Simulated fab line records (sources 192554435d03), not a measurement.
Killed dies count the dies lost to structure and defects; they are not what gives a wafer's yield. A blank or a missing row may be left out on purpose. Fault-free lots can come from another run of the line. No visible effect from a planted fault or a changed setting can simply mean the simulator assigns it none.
Split-lot trial ; flow n5_finfet ; on a route of 1938 steps: 7 lots, 39 wafers read

== THE SPLIT ITSELF ==
At N5_SD_EPI_P_EPI_21 (deposits SiGe:B, time 355 s), the setting time_s was moved away from the recipe's 355 s on 12 of the 39 wafers read, by +23.9% to +49.6%. All remaining wafers had this setting at the recipe value.

== FROM THE SPLIT TO THE READING: what the file shows between them, 5 steps ==
- N5_SD_EPI_P_EPI_MEAS_23
- N5_SD_EPI_P_HM_STRIP_48: strips SiNx in H3PO4, material SiNx, target depth 3 nm
- N5_SD_EPI_P_SRD_49: time 30 s
- N5_SD_ACTIVATION_RTA_00: time 0 s
- N5_SD_ACTIVATION_LSA_01: time 0.0008 s

== THE READING ==
RS_SD_P in ohm/sq, measured at N5_SD_ACTIVATION_RS_MEAS_03 by four-point-probe. Typical for fault-free wafers on this fab line: 56.4 ohm/sq, with standard deviation 0.82 ohm/sq.

wafer;tool, chamber at the split;time_s as run, s;against the recipe;RS_SD_P, ohm/sq;against lot-mates on the recipe
L079.1;epi_rpcvd-03, 0;355;recipe;55.8;-
L079.2;epi_rpcvd-03, 0;439.7;+23.9%;47.7;-8.2
L079.3;epi_rpcvd-03, 0;355;recipe;55.8;-
L079.4;epi_rpcvd-03, 0;355;recipe;56.0;-
L079.5;epi_rpcvd-03, 0;439.7;+23.9%;47.6;-8.3
L079.6;epi_rpcvd-03, 0;439.7;+23.9%;48.3;-7.6
L081.1;epi_rpcvd-04, 0;355;recipe;57.4;-
L081.4;epi_rpcvd-04, 0;355;recipe;57.6;-
L081.6;epi_rpcvd-04, 0;355;recipe;56.4;-
L087.1;epi_rpcvd-04, 0;355;recipe;57.1;-
L087.2;epi_rpcvd-04, 0;355;recipe;56.6;-
L087.3;epi_rpcvd-04, 0;355;recipe;57.0;-
L087.4;epi_rpcvd-04, 0;355;recipe;56.8;-
L087.5;epi_rpcvd-04, 0;355;recipe;57.4;-
L087.6;epi_rpcvd-04, 0;355;recipe;57.3;-
L088.1;epi_rpcvd-01, 0;511.5;+44.1%;43.1;-12.7
L088.2;epi_rpcvd-01, 0;355;recipe;56.1;-
L088.3;epi_rpcvd-01, 0;355;recipe;55.3;-
L088.4;epi_rpcvd-01, 0;355;recipe;56.0;-
L088.5;epi_rpcvd-01, 0;511.5;+44.1%;44.1;-11.7
L088.6;epi_rpcvd-01, 0;511.5;+44.1%;43.1;-12.7
L089.1;epi_rpcvd-04, 0;355;recipe;56.0;-
L089.2;epi_rpcvd-04, 0;355;recipe;56.8;-
L089.3;epi_rpcvd-04, 0;531.1;+49.6%;42.4;-14.1
L089.4;epi_rpcvd-04, 0;531.1;+49.6%;43.0;-13.5
L089.5;epi_rpcvd-04, 0;531.1;+49.6%;43.1;-13.4
L089.6;epi_rpcvd-04, 0;355;recipe;56.6;-
L092.1;epi_rpcvd-03, 0;355;recipe;55.4;-
L092.2;epi_rpcvd-03, 0;355;recipe;55.2;-
L092.3;epi_rpcvd-03, 0;355;recipe;55.5;-
L092.4;epi_rpcvd-03, 0;355;recipe;55.7;-
L092.5;epi_rpcvd-03, 0;355;recipe;55.7;-
L092.6;epi_rpcvd-03, 0;355;recipe;55.9;-
L094.1;epi_rpcvd-04, 0;355;recipe;56.1;-
L094.2;epi_rpcvd-04, 0;355;recipe;56.6;-
L094.3;epi_rpcvd-04, 0;355;recipe;56.4;-
L094.4;epi_rpcvd-04, 0;492.1;+38.6%;44.6;-11.8
L094.5;epi_rpcvd-04, 0;492.1;+38.6%;45.2;-11.2
L094.6;epi_rpcvd-04, 0;492.1;+38.6%;45.3;-11.1

FIT RESULTS
A straight line over all 39 wafers: RS_SD_P changes by -0.288 ohm/sq for each +1% of time_s; r = -0.99; the points scatter about the line by 0.79 ohm/sq.
The same after taking each lot's own level away (the mean of its wafers on the recipe; 39 wafers): -0.284 ohm/sq for each +1%; r = -1.00; scatter 0.5 ohm/sq.
The reading moves by 14 ohm/sq for the largest change in time_s, on that fit.
Across the lots, their own levels run from 55.57 to 57.13 ohm/sq, a range of 1.9 times the standard deviation given above.
Consequently the slope shifts little with the lot-to-lot level, the two slopes agreeing.
Check: -14.2 ohm/sq against its lot-mates is what the line predicts for one of the wafers moved furthest among these (+49.6%) when that wafer is left out of the fit. It came out at -14.1 ohm/sq against them.

== THESE WAFERS: OTHER SPLITS ==
Before the reading, these wafers also passed through other splits. Each is held against what the fit with the lots' levels taken away leaves over:
other split on the same wafers;wafers away from the commonest value;r with RS_SD_P (lot level and that fit taken away)
N5_ZERO_LAYER_DEVELOP_10 develop_time_s;12;+0.21

== THE WHOLE CHAIN: every reading that the file lists as answering this split, in the file's order ==
step;what it does;reading;change (the file's fit);r (the file's)
N5_SD_EPI_P_EPI_21;deposits SiGe:B, time 355 s;SiGe-B_of_SD_EPI_P_EPI_21.thk_nm (the simulator's own value, which no gauge read);+0.4 nm for each +1% of the setting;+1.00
N5_SD_EPI_P_EPI_MEAS_23;;thk_nm;withheld for each +1% of the setting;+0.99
N5_SD_ACTIVATION_RS_MEAS_03;measures by four-point-probe;RS_SD_P;-0.286 for each +1% of the setting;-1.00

== FILE'S OWN FIT ==
RS_SD_P changes by -0.286 ohm/sq for each +1% of time_s, r = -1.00.
